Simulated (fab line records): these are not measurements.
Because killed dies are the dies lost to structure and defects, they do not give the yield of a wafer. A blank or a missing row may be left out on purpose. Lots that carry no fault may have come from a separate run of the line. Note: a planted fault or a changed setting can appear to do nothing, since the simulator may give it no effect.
Matching of chambers    flow nand_harc    NHARC_P_GATE_ETCH_32 on rie_si-06: 4 sister chambers
The step etches the open film in HBr/Cl2, target depth 150 nm, time 100.1 s. 8 wafers are shown with their chamber, then 7 later ones without.

== WAFERS WITH THEIR CHAMBER ==
wafer   chamber  drypump_motor_current_A (A)  he_backside_leak_sccm (sccm)
L075.2  3        6.2                          2.61
L086.1  3        6.2                          2.58
L088.4  2        5.1                          2.37
L090.2  1        5.2                          2.53
L090.3  0        4.7                          2.68
L090.6  0        4.8                          2.76
L092.1  1        5.2                          2.64
L092.2  2        5.1                          2.41

== WAFERS WITHOUT THEIR CHAMBER ==
wafer   drypump_motor_current_A (A)  he_backside_leak_sccm (sccm)
L092.4  6.1                          2.44
L095.3  5.2                          2.34
L095.4  4.7                          2.80
L095.5  5.1                          2.44
L097.2  4.8                          2.78
L097.3  6.2                          2.84
L097.5  5.1                          2.52

== WHICH CHAMBER EACH WENT THROUGH ==
wafer   from the rows above      in truth
L092.4  3                        3
L095.3  can't be placed: 2 or 1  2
L095.4  0                        0
L095.5  2                        2
L097.2  0                        0
L097.3  3                        3
L097.5  can't be placed: 2 or 1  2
5 of 7 placed correctly. Not placeable from these rows: 2 (in 2, the candidates include the true chamber). Number placed wrongly: 0.
How it was worked out, from the rows above alone: a wafer's distance from a chamber is the root of the sum, over the readings, of the square of ((its reading less the chamber's mean) divided by the reading's scatter). If the next closest chamber is less than 2 further off than the closest, the wafer can't be placed; otherwise it belongs to the closest. A chamber's mean is the mean of its shown wafers. The scatter is the square root of a quotient: the sum, over the shown wafers, of each reading's squared deviation from its chamber's mean, divided by wafers minus chambers.
